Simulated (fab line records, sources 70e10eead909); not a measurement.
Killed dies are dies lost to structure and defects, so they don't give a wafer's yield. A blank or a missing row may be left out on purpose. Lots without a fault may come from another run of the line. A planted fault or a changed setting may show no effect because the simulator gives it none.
fab line records | flow nand_harc | part 1 of 2: steps 1 to 4 of 6
record lots=23 wafers=69 last_day=33
route steps=1302 shown A_STAIRCASE@700
lots that met no fault: from a run of the same line without faults
start_h: hours from the record's first day to the start of the lot's first wafer shown | wait_h: hours since the lot's step before | " the same as in the row above | L1.1+2: a row that stands for several wafers | - no value, or no start given | * or withheld: withheld | < > ~ a bound
route shown NAME@n: a module of which the file shows steps, and the number in the route of the first | usual: mean/standard deviation of fault-free wafers | same: alike in all rows | chamber/n: place in a boat | sites: the reading at each site | _std_site: their standard deviation | _edge_site: outer sites' mean less inner sites' | radius_mm: how far each site lies from the wafer's centre | mask NAME#n: copy n | behind: the tool/chamber that last shaped the wafer | hold: why the lot was held/for how many hours/how that ended | device: the transistor (n, p or np) that didn't switch | end of line: the same wafers' tests at the end of the route | a step without rows: its recipe alone | killed: dies lost to structure and defects at the first sort, not the wafer's yield | map: a wafer's dies, x killed, . not, _ none there
set.NAME: the setting as run; set.NAME@STEP: as run at that earlier step | model.NAME: the simulator's own value behind a step, which no gauge read
steps of the route over a sample of lots; a table a step, a row a wafer
services: from which hour (start_h, from the record's first day; less than 0 if before it) a tool's chamber was out of use, for how many hours, and why
## steps
# step NHARC_A_STAIRCASE_DESCUM_186
# recipe time_s=3 o2_flow_sccm=200 ar_flow_sccm=0 bias_power_w=0 chemistry=O2
# usual drypump_motor_current_A=5.6/0.37 oes_product_au=0.996/0.0099 rf_vpp_V=57.6/0.9 showerhead_plenum_p_Torr=1.89/0.076 throttle_valve_pct=11.311/0.0091
# columns lot.wafer tool chamber start_h wait_h drypump_motor_current_A oes_product_au rf_hours_counter_h rf_vpp_V showerhead_plenum_p_Torr throttle_valve_pct
L074.4 rie_diel-03 3 354.93 - 5.9 0.989 23 56.9 1.81 11.314
L074.3 " 1 " " 5.1 1.003 29 57.4 1.83 11.318
L074.6 " 2 " " 5.8 0.992 - 57.3 1.96 11.306
L075.4 rie_diel-11 3 355.65 - 5.1 0.989 32 55.5 1.83 11.310
L075.2 " 1 " " 5.5 0.991 34 58.1 2.03 11.311
L075.5 " 0 " " 6.1 0.992 - 56.8 1.77 11.303
L076.1 rie_diel-13 3 386.16 - 5.5 1.001 3 59.0 1.93 11.327
L076.4 " 0 " " 5.3 0.997 8 58.1 1.93 11.320
L076.5 " 3 " " 5.5 0.994 - 58.1 1.93 11.317
L078.1 rie_diel-03 1 396.84 - 5.1 0.985 44 57.6 1.82 11.323
L078.4 " 2 " " 5.8 0.990 43 58.3 1.95 11.310
L078.3 " 0 " " 5.9 1.004 39 56.8 1.84 11.295
L077.3 rie_diel-03 1 400.20 - 5.1 1.004 45 57.3 1.82 11.313
L077.6 " 1 " " 5.1 1.001 - 57.3 1.82 11.319
L077.5 " 2 " " 5.8 0.983 - 58.2 1.96 11.303
L079.1 rie_diel-11 3 401.40 - 5.1 1.001 49 57.9 1.83 11.313
L079.6 " 2 " " 6.1 0.986 - 58.6 1.88 11.318
L079.5 " 3 " " 5.1 1.001 - 56.3 1.83 11.300
L081.4 rie_diel-13 1 420.64 - 5.9 0.986 19 57.6 1.86 11.317
L081.1 " 0 " " 5.3 1.011 21 57.2 1.93 11.298
L081.6 " 2 " " 5.1 1.006 - 58.5 1.97 11.318
L082.3 rie_diel-13 0 435.70 - 5.3 1.005 25 58.5 1.93 11.317
L082.4 " 1 " " 5.9 0.981 23 58.7 1.86 11.311
L082.1 " 2 " " 5.2 1.010 17 58.0 1.97 11.310
L080.2 rie_diel-03 2 436.16 - 5.8 0.986 58 57.5 1.95 11.309
L080.3 " 3 " " 5.9 0.979 49 57.7 1.80 11.306
L080.6 " 2 " " 5.8 1.005 - 57.8 1.95 11.304
L083.2 rie_diel-13 3 446.93 - 5.5 1.011 20 57.9 1.92 11.306
L083.6 " 3 " " 5.5 1.006 - 56.7 1.92 11.314
L083.5 " 0 " " 5.3 1.012 - 57.4 1.92 11.301
L085.3 rie_diel-13 0 459.12 - 5.3 0.995 29 57.9 1.92 11.305
L085.1 " 1 " " 5.9 0.990 30 57.8 1.86 11.331
L085.4 " 2 " " 5.1 1.009 23 57.7 1.97 11.320
L084.1 rie_diel-13 0 474.65 - 5.3 1.004 38 57.6 1.92 11.324
L084.4 " 1 " " 5.9 0.994 39 57.3 1.86 11.325
L084.6 " 2 " " 5.1 1.011 - 57.8 1.96 11.313
L086.2 rie_diel-11 1 479.45 - 5.5 0.990 13 58.6 2.02 11.313
L086.5 " 2 " " 6.1 0.988 - 56.7 1.87 11.306
L086.6 " 3 " " 5.1 1.008 - 58.6 1.82 11.323
L087.2 rie_diel-03 1 486.89 - 5.1 1.021 6 57.9 1.81 11.312
L087.3 " 2 " " 5.8 1.011 6 57.3 1.95 11.301
L087.6 " 1 " " 5.1 1.020 - 58.7 1.81 11.306
L088.4 rie_diel-11 3 509.30 - 5.1 0.996 22 55.9 1.82 11.313
L088.2 " 0 " " 6.1 0.999 20 59.6 2.07 11.319
L088.1 " 2 " " 6.1 0.988 24 59.5 1.87 11.305
L089.4 rie_diel-03 2 515.06 - 5.8 0.997 14 56.3 1.94 11.305
L089.3 " 3 " " 5.9 0.996 17 56.5 1.79 11.334
L089.6 " 2 " " 5.8 0.985 - 57.9 1.94 11.310
L090.3 rie_diel-03 3 520.69 - 5.9 0.994 20 57.6 1.79 11.312
L090.1 " 1 " " 5.1 0.991 18 57.8 1.81 11.317
L090.5 " 3 " " 5.9 0.986 - 57.2 1.79 11.308
L092.1 rie_diel-03 1 534.10 - 5.1 0.993 22 58.2 1.81 11.305
L092.4 " 2 " " 5.9 0.997 21 57.9 1.94 11.311
L092.5 " 0 " " 5.9 0.990 - 57.2 1.83 11.308
L093.4 rie_diel-03 2 554.03 - 5.8 0.991 26 58.4 1.94 11.301
L093.6 " 0 " " 5.9 1.007 - 57.1 1.82 11.316
L093.5 " 1 " " 5.1 1.000 - 58.3 1.81 11.317
L095.4 rie_diel-11 3 562.63 - 5.1 1.008 41 58.0 1.81 11.323
L095.1 " 2 " " 6.1 1.003 40 59.1 1.86 11.302
L095.6 " 3 " " 5.1 1.007 - 57.9 1.81 11.326
L094.2 rie_diel-11 1 562.75 - 5.5 0.973 42 58.7 2.01 11.307
L094.4 " 2 " " 6.1 0.976 40 56.2 1.86 11.296
L094.3 " 3 " " 5.2 0.984 41 57.0 1.81 11.297
L096.4 rie_diel-13 1 580.97 - 5.9 0.986 15 56.5 1.85 11.312
L096.6 " 0 " " 5.3 0.989 - 58.4 1.91 11.306
L096.5 " 1 " " 5.9 0.980 - 56.7 1.85 11.314
L097.4 rie_diel-13 2 585.76 - 5.1 0.994 16 58.3 1.95 11.308
L097.2 " 3 " " 5.5 0.987 14 56.6 1.91 11.313
L097.6 " 2 " " 5.2 1.001 - 58.4 1.95 11.303
# step NHARC_A_STAIRCASE_TRIM_189
# recipe time_s=211.2 o2_flow_sccm=500 ar_flow_sccm=0 bias_w=0 chemistry=O2
# usual drypump_motor_current_A=5.6/0.37 oes_product_au=0.998/0.0082 rf_vpp_V=57.7/0.86 showerhead_plenum_p_Torr=3.49/0.13 throttle_valve_pct=17.035/0.0094
# columns lot.wafer tool chamber start_h wait_h drypump_motor_current_A oes_product_au rf_hours_counter_h rf_vpp_V showerhead_plenum_p_Torr throttle_valve_pct
L074.4 rie_diel-03 2 - - 5.9 0.996 26 58.3 3.61 17.037
L074.3 " 3 " " 5.9 0.987 23 58.6 3.35 17.028
L074.6 " 1 " " 5.1 0.990 - 59.0 3.38 17.053
L075.4 rie_diel-11 0 - - 6.1 0.992 30 57.7 3.28 17.035
L075.2 " 1 " " 5.5 0.997 34 58.4 3.73 17.035
L075.5 " 2 " " 6.1 1.004 - 57.6 3.48 17.021
L076.1 rie_diel-13 3 - - 5.5 1.003 3 56.7 3.56 17.040
L076.4 " 2 " " 5.1 1.002 7 57.7 3.63 17.040
L076.5 " 3 " " 5.5 1.010 - 57.8 3.56 17.027
L078.3 rie_diel-03 2 - - 5.9 0.998 44 57.0 3.60 17.046
L078.4 " 0 " " 5.9 1.017 39 57.7 3.40 17.028
L078.1 " 1 " " 5.1 1.000 44 57.1 3.37 17.024
L077.3 rie_diel-03 1 - - 5.1 0.998 45 58.1 3.37 17.026
L077.5 " 0 " " 5.9 1.017 - 58.1 3.40 17.029
L077.6 " 1 " " 5.1 1.002 - 56.1 3.37 17.038
L079.1 rie_diel-11 0 - - 6.1 0.995 46 57.0 3.27 17.049
L079.5 " 3 " " 5.2 1.004 - 56.3 3.38 17.030
L079.6 " 0 " " 6.1 0.996 - 56.7 3.27 17.034
L081.1 rie_diel-13 1 - - 5.9 0.987 19 56.4 3.44 17.039
L081.4 " 3 " " 5.5 1.005 14 57.7 3.55 17.033
L081.6 " 2 " " 5.2 1.005 - 58.5 3.62 17.031
L082.4 rie_diel-13 0 - - 5.3 1.011 25 57.4 3.55 17.045
L082.3 " 1 " " 5.9 0.986 23 57.0 3.44 17.030
L082.1 " 2 " " 5.2 1.008 17 58.6 3.62 17.032
L080.3 rie_diel-03 0 - - 5.9 1.003 54 57.3 3.40 17.036
L080.2 " 2 " " 5.9 0.984 58 58.7 3.59 17.031
L080.6 " 1 " " 5.1 0.988 - 57.8 3.37 17.047
L083.2 rie_diel-13 2 - - 5.2 1.010 20 58.6 3.62 17.034
L083.5 " 2 " " 5.2 0.992 - 57.2 3.62 17.021
L083.6 " 3 " " 5.5 1.004 - 57.4 3.55 17.038
L085.3 rie_diel-13 1 - - 5.9 1.003 31 56.3 3.44 17.036
L085.4 " 2 " " 5.2 1.006 24 57.4 3.62 17.032
L085.1 " 0 " " 5.3 1.001 30 57.5 3.55 17.046
L084.1 rie_diel-13 1 - - 5.9 0.992 40 58.7 3.43 17.020
L084.4 " 3 " " 5.5 1.002 32 55.5 3.54 17.042
L084.6 " 0 " " 5.4 1.010 - 57.4 3.54 17.017
L086.2 rie_diel-11 1 - - 5.5 0.981 13 58.9 3.71 17.029
L086.6 " 3 " " 5.1 0.996 - 57.3 3.37 17.042
L086.5 " 0 " " 6.1 0.996 - 58.0 3.80 17.033
L087.2 rie_diel-03 2 - - 5.9 0.997 6 58.7 3.58 17.043
L087.3 " 3 " " 5.9 0.993 6 58.2 3.33 17.041
L087.6 " 2 " " 5.9 1.000 - 56.3 3.58 17.040
L088.2 rie_diel-11 0 - - 6.1 0.990 24 59.5 3.79 17.037
L088.1 " 1 " " 5.5 0.979 24 57.6 3.70 17.050
L088.4 " 2 " " 6.1 0.992 26 57.3 3.45 17.059
L089.3 rie_diel-03 0 - - 5.9 0.999 17 57.2 3.38 17.046
L089.4 " 1 " " 5.1 0.996 14 55.8 3.35 17.026
L089.6 " 3 " " 5.9 0.996 - 57.7 3.32 17.035
L090.3 rie_diel-03 2 - - 5.9 0.995 17 56.6 3.58 17.024
L090.1 " 0 " " 5.9 0.990 21 57.3 3.38 17.023
L090.5 " 2 " " 5.8 1.000 - 57.5 3.58 17.032
L092.4 rie_diel-03 2 - - 5.9 0.997 21 60.1 3.57 17.039
L092.1 " 0 " " 5.9 0.992 26 56.7 3.38 17.042
L092.5 " 2 " " 5.9 0.993 - 57.3 3.58 17.010
L093.4 rie_diel-03 0 - - 5.9 1.006 31 57.2 3.37 17.031
L093.6 " 0 " " 5.9 0.995 - 57.4 3.38 17.042
L093.5 " 1 " " 5.1 1.009 - 57.2 3.35 17.026
L095.4 rie_diel-11 1 - - 5.5 0.990 42 57.6 3.69 17.030
L095.1 " 2 " " 6.1 0.986 41 56.8 3.44 17.036
L095.6 " 1 " " 5.5 0.991 - 57.3 3.69 17.029
L094.3 rie_diel-11 2 - - 6.1 1.002 41 57.2 3.44 17.023
L094.4 " 3 " " 5.2 1.002 41 58.4 3.35 17.030
L094.2 " 0 " " 6.2 1.005 43 58.9 3.78 17.046
L096.4 rie_diel-13 3 - - 5.5 0.997 12 57.9 3.53 17.055
L096.6 " 2 " " 5.1 1.010 - 58.1 3.60 17.025
L096.5 " 3 " " 5.5 0.985 - 58.0 3.53 17.025
L097.4 rie_diel-13 3 - - 5.5 0.987 14 58.5 3.53 17.035
L097.2 " 1 " " 5.9 0.993 17 56.8 3.42 17.028
L097.6 " 0 " " 5.3 1.002 - 59.2 3.53 17.050
# step NHARC_A_STAIRCASE_ETCH_203
# recipe target_depth_a=1000 time_s=40.5 ion_energy_ev=400 c4f8_flow_sccm=20 o2_flow_sccm=10 ar_flow_sccm=withheld rf_w=600 bias_w=1000 chemistry=C4F8/O2
# usual oes_product_au=0.941/0.011 rf_vpp_V=894/4.8
# columns lot.wafer tool chamber start_h wait_h oes_product_au rf_hours_counter_h rf_vpp_V
L074.3 rie_diel-13 1 - - 0.937 1 893
L074.6 " 2 " " 0.940 - 899
L074.4 " 0 " " 0.938 - 897
L075.2 rie_diel-03 1 - - 0.954 30 890
L075.4 " 3 " " 0.936 24 889
L075.5 " 2 " " 0.934 - 900
L076.1 rie_diel-11 0 - - 0.922 39 887
L076.4 " 3 " " 0.945 - 889
L076.5 " 2 " " 0.928 - 894
L078.1 rie_diel-03 3 - - 0.938 36 890
L078.4 " 0 " " 0.955 40 891
L078.3 " 2 " " 0.944 44 898
L077.3 rie_diel-03 1 - - 0.954 46 892
L077.5 " 2 " " 0.944 - 898
L077.6 " 3 " " 0.944 - 891
L079.1 rie_diel-11 3 - - 0.944 50 890
L079.5 " 3 " " 0.939 - 890
L079.6 " 0 " " 0.935 - 888
L081.4 rie_diel-13 3 - - 0.964 14 896
L081.1 " 0 " " 0.959 21 896
L081.6 " 2 " " 0.944 - 899
L082.1 rie_diel-03 0 - - 0.958 55 891
L082.3 " 1 " " 0.942 60 888
L082.4 " 3 " " 0.927 50 888
L080.2 rie_diel-03 3 - - 0.933 50 889
L080.3 " 2 " " 0.926 59 899
L080.6 " 0 " " 0.950 - 890
L083.2 rie_diel-03 0 - - 0.946 59 891
L083.5 " 1 " " 0.936 - 890
L083.6 " 2 " " 0.930 - 899
L085.1 rie_diel-11 0 - - 0.951 8 906
L085.3 " 1 " " 0.935 6 902
L085.4 " 2 " " 0.938 7 895
L084.4 rie_diel-03 2 - - 0.936 4 898
L084.1 " 0 " " 0.925 4 892
L084.6 " 2 " " 0.939 - 898
L086.2 rie_diel-03 3 - - 0.938 5 887
L086.6 " 3 " " 0.928 - 889
L086.5 " 2 " " 0.934 - 899
L087.2 rie_diel-13 0 - - 0.965 42 896
L087.3 " 1 " " 0.942 44 891
L087.6 " 0 " " 0.958 - 897
L088.1 rie_diel-13 1 - - 0.939 50 892
L088.2 " 2 " " 0.958 43 899
L088.4 " 3 " " 0.962 36 897
L089.4 rie_diel-03 1 - - 0.941 18 888
L089.3 " 2 " " 0.945 16 898
L089.6 " 2 " " 0.937 - 898
L090.1 rie_diel-11 0 - - 0.951 28 905
L090.3 " 2 " " 0.934 29 893
L090.5 " 0 " " 0.945 - 904
L092.4 rie_diel-03 0 - - 0.941 27 891
L092.1 " 1 " " 0.946 23 888
L092.5 " 2 " " 0.945 - 897
L093.4 rie_diel-13 1 - - 0.946 6 892
L093.6 " 1 " " 0.944 - 892
L093.5 " 2 " " 0.956 - 899
L095.4 rie_diel-11 3 - - 0.939 42 889
L095.1 " 1 " " 0.947 43 902
L095.6 " 2 " " 0.937 - 893
L094.3 rie_diel-13 2 - - 0.958 10 899
L094.2 " 0 " " 0.938 10 894
L094.4 " 1 " " 0.939 12 892
L096.4 rie_diel-13 0 - - 0.922 14 897
L096.5 " 1 " " 0.927 - 891
L096.6 " 2 " " 0.951 - 899
L097.4 rie_diel-13 0 - - 0.944 17 897
L097.2 " 1 " " 0.933 18 892
L097.6 " 1 " " 0.942 - 891
# step NHARC_A_STAIRCASE_TRIM_220
# recipe time_s=211.2 o2_flow_sccm=500 ar_flow_sccm=0 bias_w=0 chemistry=O2
# usual drypump_motor_current_A=5.6/0.38 oes_product_au=0.996/0.0099 rf_vpp_V=57.7/0.88 showerhead_plenum_p_Torr=3.48/0.13 throttle_valve_pct=17.036/0.0097
# columns lot.wafer tool chamber start_h wait_h drypump_motor_current_A oes_product_au rf_hours_counter_h rf_vpp_V showerhead_plenum_p_Torr throttle_valve_pct
L074.3 rie_diel-13 0 358.86 0.1 5.3 0.997 1 58.8 3.56 17.050
L074.4 " 2 " " 5.2 1.018 - 58.1 3.63 17.043
L074.6 " 1 " " 5.9 0.994 - 56.8 3.45 17.039
L075.2 rie_diel-13 0 359.57 0.2 5.3 1.009 1 58.0 3.56 17.046
L075.4 " 1 " " 5.9 0.984 - 58.1 3.45 17.026
L075.5 " 0 " " 5.3 1.000 - 57.7 3.56 17.031
L076.1 rie_diel-11 0 390.54 0.1 6.2 0.998 41 56.6 3.27 17.046
L076.5 " 3 " " 5.2 1.005 - 57.6 3.38 17.037
L076.4 " 2 " " 6.1 0.987 - 57.5 3.47 17.043
L078.3 rie_diel-11 0 400.73 0.1 6.1 0.994 45 57.0 3.27 17.041
L078.1 " 3 " " 5.2 1.000 49 56.7 3.38 17.042
L078.4 " 3 " " 5.1 0.998 - 56.7 3.38 17.036
L077.3 rie_diel-03 2 403.88 0.1 5.9 0.997 45 56.5 3.60 17.025
L077.5 " 1 " " 5.1 0.998 - 56.7 3.37 17.029
L077.6 " 2 " " 5.9 0.991 - 57.7 3.60 17.030
L079.1 rie_diel-03 1 405.30 0.1 5.1 0.996 47 57.7 3.37 17.035
L079.6 " 2 " " 5.9 0.983 - 57.8 3.60 17.024
L079.5 " 3 " " 5.9 0.991 - 57.1 3.34 17.026
L081.1 rie_diel-13 1 424.52 0.1 5.9 0.986 21 56.6 3.44 17.044
L081.4 " 1 " " 5.9 0.985 - 56.9 3.44 17.038
L081.6 " 3 " " 5.5 1.016 - 57.4 3.55 17.039
L082.4 rie_diel-13 0 439.48 0.1 5.4 0.999 26 57.3 3.55 17.039
L082.1 " 1 " " 5.9 0.980 25 58.3 3.44 17.036
L082.3 " 2 " " 5.1 0.999 18 57.6 3.62 17.034
L080.2 rie_diel-03 0 440.45 0.2 5.9 1.009 56 58.3 3.40 17.054
L080.3 " 3 " " 5.9 0.986 51 59.0 3.33 17.051
L080.6 " 0 " " 5.9 1.016 - 56.5 3.40 17.025
L083.2 rie_diel-03 0 450.92 0.1 5.9 1.004 60 57.3 3.39 17.037
L083.5 " 1 " " 5.1 1.000 - 58.0 3.36 17.043
L083.6 " 2 " " 5.8 1.003 - 58.9 3.59 17.042
L085.3 rie_diel-11 2 467.80 3.3 6.1 0.980 11 57.6 3.46 17.027
L085.4 " 3 " " 5.1 0.999 11 59.3 3.37 17.039
L085.1 " 0 " " 6.2 0.993 10 58.1 3.80 17.043
L084.1 rie_diel-03 1 479.43 0.1 5.1 1.000 4 58.9 3.36 17.039
L084.4 " 2 " " 5.9 0.995 4 58.2 3.58 17.056
L084.6 " 0 " " 5.9 0.978 - 58.2 3.39 17.025
L086.2 rie_diel-11 2 483.65 0.1 6.1 0.976 14 57.7 3.45 17.040
L086.6 " 3 " " 5.1 0.993 - 58.7 3.37 17.029
L086.5 " 0 " " 6.1 0.991 - 58.5 3.80 17.037
L087.2 rie_diel-03 1 490.71 0.1 5.1 1.005 6 56.9 3.36 17.054
L087.3 " 0 " " 5.9 0.990 6 59.5 3.39 17.040
L087.6 " 1 " " 5.1 0.999 - 57.6 3.36 17.043
L088.4 rie_diel-13 2 516.12 0.1 5.1 1.010 43 57.5 3.61 17.022
L088.2 " 0 " " 5.3 1.011 49 57.6 3.54 17.030
L088.1 " 1 " " 5.9 1.005 51 58.1 3.42 17.030
L089.3 rie_diel-03 2 522.31 0.1 5.9 0.998 17 57.4 3.58 17.030
L089.4 " 1 " " 5.1 1.001 19 57.7 3.35 17.025
L089.6 " 3 " " 5.9 1.006 - 56.3 3.32 17.041
L090.3 rie_diel-11 0 524.43 0.1 6.1 0.988 28 57.6 3.79 17.037
L090.1 " 2 " " 6.1 1.005 29 57.4 3.45 17.048
L090.5 " 0 " " 6.2 0.990 - 56.6 3.79 17.013
L092.1 rie_diel-13 0 537.88 0.1 5.4 0.994 1 58.7 3.53 17.026
L092.4 " 1 " " 5.9 0.997 2 55.3 3.42 17.028
L092.5 " 2 " " 5.2 1.018 - 56.7 3.60 17.023
L093.4 rie_diel-03 0 557.86 0.1 5.9 0.988 32 57.5 3.37 17.033
L093.6 " 0 " " 5.9 0.987 - 57.7 3.38 17.041
L093.5 " 1 " " 5.1 1.003 - 58.9 3.35 17.017
L095.1 rie_diel-13 1 566.64 0.1 5.9 0.984 12 58.7 3.42 17.030
L095.4 " 2 " " 5.2 0.991 10 59.8 3.60 17.032
L095.6 " 1 " " 5.9 0.984 - 56.2 3.42 17.040
L094.3 rie_diel-03 0 566.81 0.1 5.9 0.990 36 57.1 3.37 17.040
L094.4 " 1 " " 5.1 1.006 31 57.5 3.34 17.046
L094.2 " 2 " " 5.9 0.991 30 57.0 3.57 17.044
L096.4 rie_diel-13 2 584.88 0.1 5.2 0.999 15 58.0 3.60 17.021
L096.5 " 2 " " 5.1 1.004 - 58.9 3.60 17.016
L096.6 " 3 " " 5.6 0.996 - 58.6 3.53 17.032
L097.4 rie_diel-13 3 590.08 0.1 5.5 0.979 16 57.0 3.53 17.051
L097.2 " 2 " " 5.1 0.999 17 59.0 3.60 17.029
L097.6 " 0 " " 5.4 0.994 - 56.0 3.53 17.035
